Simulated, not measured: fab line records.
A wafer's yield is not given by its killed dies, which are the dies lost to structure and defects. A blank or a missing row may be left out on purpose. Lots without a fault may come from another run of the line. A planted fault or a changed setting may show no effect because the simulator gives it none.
Comparing a struck lot with a sound one || flow nandHarc || 30 out of 1159 route steps
Sound: wafers L261.2, L261.4, L261.5. Wafers struck: L257.3, L257.4, L257.6. The cause comes at the end.
At each step with rows: each side's tool, then ch and its chambers, then its first start. Under that, the readings that differ: sound wafers || struck wafers || difference of the means || sigmas: that difference in standard deviations of wafers without a fault.
alike: a reading whose means differ by less than 2 such deviations, as well as words and numbers matching on both sides. not compared: withheld readings; readings where some wafer has no value; bounds like >300 that might hide an equal value; numbers whose values overlap and for which the record gives no deviation.
The two part at a step that has a row with sigmas, a row that says differs or no value, or rows on one side only. Non-overlapping numbers with no deviation appear without sigmas and do not part them. Lack of a reading on every wafer of one side parts them only where that side has two or more wafers.

first, 2 steps without rows for these wafers: NHARC_A_STAIRCASE_PRECLEAN_448 (cleans in SC1); NHARC_A_STAIRCASE_SRD_449.
NHARC_A_STAIRCASE_CMP_450: polishes SiO2, target thk 200 nm.
  sound on cmp-03 ch 0,2,3, day 17 16:35; struck on cmp-03 ch 0,1,2, day 17 06:15
  alike: motorCurrentA
  not compared: padLifeWafers
NHARC_A_STAIRCASE_CMP_152: polishes.
  sound on cmp-03 ch 0,2,3, day 17 16:40; struck on cmp-03 ch 0,1,2, day 17 06:20
  alike: motorCurrentA
  not compared: padLifeWafers
then, 5 steps without rows for these wafers: NHARC_A_STAIRCASE_SRD_154; NHARC_A_STAIRCASE_ETCH_403 (etches SiO2 in dHF, target depth 108.2 nm); NHARC_A_STAIRCASE_ETCHBACK_422 (etches the open film in CH3F/O2, target depth 40 nm, time 74.286 s); NHARC_A_STAIRCASE_ETCH_423 (etches SiO2 in dHF, target depth 30 nm); NHARC_A_STAIRCASE_ETCHBACK_157 (etches the open film in CH3F/O2, target depth 90 nm, time 167.14 s).
NHARC_A_STAIRCASE_STRIP_475: strips in O2, time 20 s.
  sound: rieDiel-05 ch 0,1,2; struck: rieDiel-07 ch 1,2,3
  alike: chamberPressureMTorr, drypumpMotorCurrentA, oesProductAu, rfVppV, showerheadPlenumPTorr, throttleValvePct
  not compared: rfHoursCounterH
NHARC_A_STAIRCASE_DEP_471: deposits SiO2, target thk 100 nm.
  sound on pecvd-03 ch 0,1, day 17 17:49; struck on pecvd-01 ch 0,2, day 17 07:26
  alike: heaterPowerW, throttleValvePct
NHARC_A_STAIRCASE_CMP_472: polishes SiO2.
  sound on cmp-03 ch 1,3, day 17 18:09; struck on cmp-04 ch 0,2,3, day 17 07:50
  alike: motorCurrentA
  not compared: padLifeWafers
after that, 1 step had no rows for these wafers: NHARC_A_STAIRCASE_SRD_474.
NHARC_A_STAIRCASE_INSPECT_155:
  sound on defectInspect-01 at day 17 18:28; struck on defectInspect-01 at day 17 08:10
{"reading": "rawDefectCount", "sound": "448 414 424", "struck": "1591 1523 1455", "difference": "+1094", "sigmas": "+9"}
NHARC_A_SGD_CUT_DEP_00: deposits SiNx, target thk 50 nm.
  sound on pecvd-03 ch 0,1,2, day 17 18:34; struck on pecvd-02 ch 0,1,2, day 17 08:16
  alike: heaterPowerW
then, 10 steps without rows for these wafers: NHARC_A_SGD_CUT_DEHYDRATE_01 (time 120 s); NHARC_A_SGD_CUT_HMDS_02 (time 30 s); NHARC_A_SGD_CUT_COAT_56 (time 75 s); NHARC_A_SGD_CUT_COAT_57 (time 65 s); NHARC_A_SGD_CUT_COAT_03 (resist thk 90 nm); NHARC_A_SGD_CUT_SOFTBAKE_04 (time 55 s); NHARC_A_SGD_CUT_EBR_05; NHARC_A_SGD_CUT_EXPOSE_06 (exposes mask SGD); NHARC_A_SGD_CUT_PEB_07 (peb time 65 s); NHARC_A_SGD_CUT_DEVELOP_08 (develop time 35 s).
NHARC_A_SGD_CUT_CD_MEAS_09: the cd target is 100 nm.
  sound on cdSem-03 ch 0, day 17 19:10; struck on cdSem-03 ch 0, day 17 08:58
  alike: cdNm
NHARC_A_SGD_CUT_OVL_MEAS_10:
  sound on overlay-01 at day 17 19:15; struck on overlay-01 at day 17 09:03
  alike: overlayXNm, overlayYNm
NHARC_A_SGD_CUT_INSPECT_11:
  sound on defectInspect-02 at day 17 19:17; struck on defectInspect-01 at day 17 09:05
{"reading": "rawDefectCount", "sound": "12 9 13", "struck": "1310 1284 1236", "difference": "+1265", "sigmas": "+99 or more"}
then, 1 step without rows for these wafers: NHARC_A_SGD_CUT_DESCUM_14 (chemistry O2, time 3 s).
-- jump in the record: it breaks off in module A_SGD_CUT and resumes in module END (first step shown: number 1159 of the route), and 5 days separate the struck wafers' starts before and after --
NHARC_END_SORT_01:
  the record has rows for the struck wafers here (prober-02 ch 0, day 22 11:21) and none for the sound ones

## WHERE THEY PART
At NHARC_A_STAIRCASE_INSPECT_155 first; at NHARC_END_SORT_01 last (within this record only).

WHY: whatever the simulator had introduced
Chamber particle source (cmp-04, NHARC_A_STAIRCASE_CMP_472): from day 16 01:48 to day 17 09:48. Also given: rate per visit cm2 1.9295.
